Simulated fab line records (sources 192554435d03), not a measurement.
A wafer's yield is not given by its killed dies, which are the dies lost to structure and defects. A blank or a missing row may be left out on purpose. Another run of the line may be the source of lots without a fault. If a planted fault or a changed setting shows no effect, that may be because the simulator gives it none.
Split-lot experiment / flow n5 finfet / 21 wafers read from 7 lots, route of 1938 steps

## ABOUT THE SPLIT
At N5_BEOL_M0_SAQP_SPACER1_ALD_98 (deposits SiO2, target thk 12.8 nm, pulse time 1 s, purge time 2 s), the setting temp c was moved away from the recipe's 300 C on 5 of the 21 wafers read, by -4.1% to +3.1%. For the rest of the wafers, this setting stayed at what the recipe calls for.

The split's own step is where the reading is taken.

## THE READING
SiO2_of_BEOL_M0_SAQP_SPACER1_ALD_98.thk nm (the simulator's own value, which no gauge read), in nm, at N5_BEOL_M0_SAQP_SPACER1_ALD_98 (deposits SiO2, target thk 12.8 nm, pulse time 1 s, purge time 2 s). The file gives no usual value for it.

wafer=L074.1; tool, chamber at the split=ald sin-02, 2,0,1; temp c as run, C=300; against the recipe=recipe; SiO2_of_BEOL_M0_SAQP_SPACER1_ALD_98.thk nm, nm=12.8; against lot-mates on the recipe=-
wafer=L074.3; tool, chamber at the split=ald sin-02, 2,0,1; temp c as run, C=300; against the recipe=recipe; SiO2_of_BEOL_M0_SAQP_SPACER1_ALD_98.thk nm, nm=12.8; against lot-mates on the recipe=-
wafer=L074.4; tool, chamber at the split=ald sin-02, 2,0,1; temp c as run, C=300; against the recipe=recipe; SiO2_of_BEOL_M0_SAQP_SPACER1_ALD_98.thk nm, nm=12.8; against lot-mates on the recipe=-
wafer=L077.2; tool, chamber at the split=ald sin-02, 2,0; temp c as run, C=300; against the recipe=recipe; SiO2_of_BEOL_M0_SAQP_SPACER1_ALD_98.thk nm, nm=12.8; against lot-mates on the recipe=-
wafer=L077.6; tool, chamber at the split=ald sin-02, 2,0; temp c as run, C=300; against the recipe=recipe; SiO2_of_BEOL_M0_SAQP_SPACER1_ALD_98.thk nm, nm=12.8; against lot-mates on the recipe=-
wafer=L077.3; tool, chamber at the split=ald sin-02, 3; temp c as run, C=309.4; against the recipe=+3.1%; SiO2_of_BEOL_M0_SAQP_SPACER1_ALD_98.thk nm, nm=12.6; against lot-mates on the recipe=-0.2
wafer=L078.1; tool, chamber at the split=ald sin-03, 3; temp c as run, C=306.7; against the recipe=+2.2%; SiO2_of_BEOL_M0_SAQP_SPACER1_ALD_98.thk nm, nm=12.8; against lot-mates on the recipe=+0.0
wafer=L078.2; tool, chamber at the split=ald sin-03, 2; temp c as run, C=300; against the recipe=recipe; SiO2_of_BEOL_M0_SAQP_SPACER1_ALD_98.thk nm, nm=12.8; against lot-mates on the recipe=-
wafer=L078.6; tool, chamber at the split=ald sin-03, 1; temp c as run, C=306.7; against the recipe=+2.2%; SiO2_of_BEOL_M0_SAQP_SPACER1_ALD_98.thk nm, nm=12.6; against lot-mates on the recipe=-0.2
wafer=L080.2; tool, chamber at the split=ald sin-03, 3; temp c as run, C=287.6; against the recipe=-4.1%; SiO2_of_BEOL_M0_SAQP_SPACER1_ALD_98.thk nm, nm=13.4; against lot-mates on the recipe=+0.6
wafer=L080.5; tool, chamber at the split=ald sin-03, 3; temp c as run, C=287.6; against the recipe=-4.1%; SiO2_of_BEOL_M0_SAQP_SPACER1_ALD_98.thk nm, nm=13.4; against lot-mates on the recipe=+0.6
wafer=L080.3; tool, chamber at the split=ald sin-03, 1; temp c as run, C=300; against the recipe=recipe; SiO2_of_BEOL_M0_SAQP_SPACER1_ALD_98.thk nm, nm=12.8; against lot-mates on the recipe=-
wafer=L082.2; tool, chamber at the split=ald sin-02, 2,0,3; temp c as run, C=300; against the recipe=recipe; SiO2_of_BEOL_M0_SAQP_SPACER1_ALD_98.thk nm, nm=12.8; against lot-mates on the recipe=-
wafer=L082.3; tool, chamber at the split=ald sin-02, 2,0,3; temp c as run, C=300; against the recipe=recipe; SiO2_of_BEOL_M0_SAQP_SPACER1_ALD_98.thk nm, nm=12.8; against lot-mates on the recipe=-
wafer=L082.5; tool, chamber at the split=ald sin-02, 2,0,3; temp c as run, C=300; against the recipe=recipe; SiO2_of_BEOL_M0_SAQP_SPACER1_ALD_98.thk nm, nm=12.8; against lot-mates on the recipe=-
wafer=L086.1; tool, chamber at the split=ald sin-01, 3,1,2; temp c as run, C=300; against the recipe=recipe; SiO2_of_BEOL_M0_SAQP_SPACER1_ALD_98.thk nm, nm=12.8; against lot-mates on the recipe=-
wafer=L086.5; tool, chamber at the split=ald sin-01, 3,1,2; temp c as run, C=300; against the recipe=recipe; SiO2_of_BEOL_M0_SAQP_SPACER1_ALD_98.thk nm, nm=12.8; against lot-mates on the recipe=-
wafer=L086.6; tool, chamber at the split=ald sin-01, 3,1,2; temp c as run, C=300; against the recipe=recipe; SiO2_of_BEOL_M0_SAQP_SPACER1_ALD_98.thk nm, nm=12.8; against lot-mates on the recipe=-
wafer=L095.1; tool, chamber at the split=ald sin-01, 0,1,2; temp c as run, C=300; against the recipe=recipe; SiO2_of_BEOL_M0_SAQP_SPACER1_ALD_98.thk nm, nm=12.8; against lot-mates on the recipe=-
wafer=L095.3; tool, chamber at the split=ald sin-01, 0,1,2; temp c as run, C=300; against the recipe=recipe; SiO2_of_BEOL_M0_SAQP_SPACER1_ALD_98.thk nm, nm=12.8; against lot-mates on the recipe=-
wafer=L095.4; tool, chamber at the split=ald sin-01, 0,1,2; temp c as run, C=300; against the recipe=recipe; SiO2_of_BEOL_M0_SAQP_SPACER1_ALD_98.thk nm, nm=12.8; against lot-mates on the recipe=-
When a row names more than one chamber, that row covers several wafers, and the file does not tell which wafer ran in which chamber.

THE FIT
A straight line over all 21 wafers: SiO2_of_BEOL_M0_SAQP_SPACER1_ALD_98.thk nm changes by -0.111 nm for each +1% of temp c; r = -0.93; the points scatter about the line by 0.073 nm.
The same after taking each lot's own level away (the mean of its wafers on the recipe; 21 wafers): -0.111 nm for each +1%; r = -0.93; scatter 0.073 nm.
Per that fit: largest temp c move, reading shift of 0.46 nm.
The lots' own levels span 12.80 to 12.80 nm.
Consequently the slope shifts little with the lot-to-lot level, the two slopes agreeing.
Check: for one of the wafers moved furthest among these (-4.1%), held out of the fit, the line's prediction against its lot-mates is +0.436 nm. It came out at +0.6 nm against them.

## OTHER SPLITS ON THESE WAFERS
Other splits were also applied to these wafers ahead of the reading. Each is held against what the fit with the lots' levels taken away leaves over:
other split on the same wafers=N5_HKMG_FIN_ETCH_35 bias w; wafers away from the commonest value=9; r with SiO2_of_BEOL_M0_SAQP_SPACER1_ALD_98.thk nm (lot level and that fit taken away)=-0.37
other split on the same wafers=N5_HKMG_FIN_ETCH_86 target depth a; wafers away from the commonest value=4; r with SiO2_of_BEOL_M0_SAQP_SPACER1_ALD_98.thk nm (lot level and that fit taken away)=+0.24
other split on the same wafers=N5_GATE_CUT_COAT_07 spin rpm; wafers away from the commonest value=8; r with SiO2_of_BEOL_M0_SAQP_SPACER1_ALD_98.thk nm (lot level and that fit taken away)=-0.35
other split on the same wafers=N5_MOL_CONTACT_COAG_CONTACT_ETCH_14 source w; wafers away from the commonest value=3; r with SiO2_of_BEOL_M0_SAQP_SPACER1_ALD_98.thk nm (lot level and that fit taken away)=+0.05
other split on the same wafers=N5_MOL_CONTACT_COAG_COAT_62 spin rpm; wafers away from the commonest value=9; r with SiO2_of_BEOL_M0_SAQP_SPACER1_ALD_98.thk nm (lot level and that fit taken away)=+0.17
other split on the same wafers=N5_MOL_CONTACT_COAG_COAT_63 spin rpm; wafers away from the commonest value=12; r with SiO2_of_BEOL_M0_SAQP_SPACER1_ALD_98.thk nm (lot level and that fit taken away)=-0.20

## FILE'S OWN FIT
SiO2_of_BEOL_M0_SAQP_SPACER1_ALD_98.thk nm changes by -0.104 nm for each +1% of temp c, r = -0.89.
